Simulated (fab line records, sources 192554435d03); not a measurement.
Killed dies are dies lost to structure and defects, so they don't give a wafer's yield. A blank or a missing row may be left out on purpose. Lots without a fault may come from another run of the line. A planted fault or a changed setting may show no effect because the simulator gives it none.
Split-lot experiment | flow n5_finfet | 7 lots, 21 wafers read, on a route of 1938 steps

THE SPLIT
At N5_GATE_CUT_ETCH_58 (etches SiNx in CH3F/O2, target depth 17 nm, time 128.6 s), the setting time_s was moved away from the recipe's 128.6 s on 6 of the 21 wafers read, by +6.8% to +20.9%. The other wafers ran this setting at the recipe's value.

The reading is taken at the split's own step.

THE READING
etch.depth_nm (the simulator's own value, which no gauge read), in nm, at N5_GATE_CUT_ETCH_58 (etches SiNx in CH3F/O2, target depth 17 nm, time 128.6 s). The file gives no usual value for it. The 15 wafers here that ran the recipe average 16.78 nm, standard deviation 0.24 nm.

wafer  | tool, chamber at the split | time_s as run, s | against the recipe | etch.depth_nm, nm | against lot-mates on the recipe
L074.3 | rie_diel-06, 2             | 137.3            | +6.8%              | 17.95             | +0.87
L074.4 | rie_diel-06, 3             | 128.6            | recipe             | 17.08             | -
L074.6 | rie_diel-06, 2             | 137.3            | +6.8%              | 18.01             | +0.93
L076.4 | rie_diel-06, 3             | 143.3            | +11.4%             | 19.23             | +2.07
L076.5 | rie_diel-06, 0             | 143.3            | +11.4%             | 19.09             | +1.93
L076.6 | rie_diel-06, 3             | 128.6            | recipe             | 17.16             | -
L079.3 | rie_diel-04, 0             | 128.6            | recipe             | 16.3              | -
L079.5 | rie_diel-04, 2             | 128.6            | recipe             | 16.87             | -
L079.6 | rie_diel-04, 3             | 128.6            | recipe             | 16.56             | -
L085.1 | rie_diel-06, 0             | 128.6            | recipe             | 17.03             | -
L085.2 | rie_diel-06, 3             | 128.6            | recipe             | 16.85             | -
L085.6 | rie_diel-06, 3             | 128.6            | recipe             | 16.94             | -
L093.4 | rie_diel-04, 3             | 128.6            | recipe             | 16.57             | -
L093.5 | rie_diel-04, 2             | 128.6            | recipe             | 16.69             | -
L093.6 | rie_diel-04, 1             | 128.6            | recipe             | 16.7              | -
L095.1 | rie_diel-06, 0             | 128.6            | recipe             | 17                | -
L095.2 | rie_diel-06, 2             | 128.6            | recipe             | 16.63             | -
L095.3 | rie_diel-06, 3             | 128.6            | recipe             | 16.94             | -
L096.4 | rie_diel-04, 0             | 128.6            | recipe             | 16.45             | -
L096.5 | rie_diel-04, 2             | 155.5            | +20.9%             | 19.99             | +3.54
L096.6 | rie_diel-04, 3             | 155.5            | +20.9%             | 20.09             | +3.64

THE FIT
A straight line over all 21 wafers: etch.depth_nm changes by +0.166 nm for each +1% of time_s; r = +0.97; the points scatter about the line by 0.27 nm.
The same after taking each lot's own level away (the mean of its wafers on the recipe; 21 wafers): +0.171 nm for each +1%; r = +0.99; scatter 0.15 nm.
On that fit, the largest move of time_s shifts the reading by 3.6 nm.
The lots' own levels span 16.450 to 17.160 nm, that is 2.9 times the standard deviation above.
So the lot-to-lot level changes the slope little: the two slopes agree.
Check: with one of the wafers moved furthest among these (+20.9%) left out of the fit, the line predicts +3.56 nm for it against its lot-mates. It came out at +3.54 nm against them.

OTHER SPLITS ON THESE WAFERS
These wafers also went through other splits before the reading. Each is held against what the fit with the lots' levels taken away leaves over:
other split on the same wafers | wafers away from the commonest value | r with etch.depth_nm (lot level and that fit taken away)
N5_HKMG_FIN_EXPOSE_46 dose_mj  | 6                                    | -0.23
N5_HKMG_FIN_ETCH_55 bias_w     | 7                                    | +0.07

THE FILE'S OWN FIT
etch.depth_nm changes by +0.169 nm for each +1% of time_s, r = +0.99.
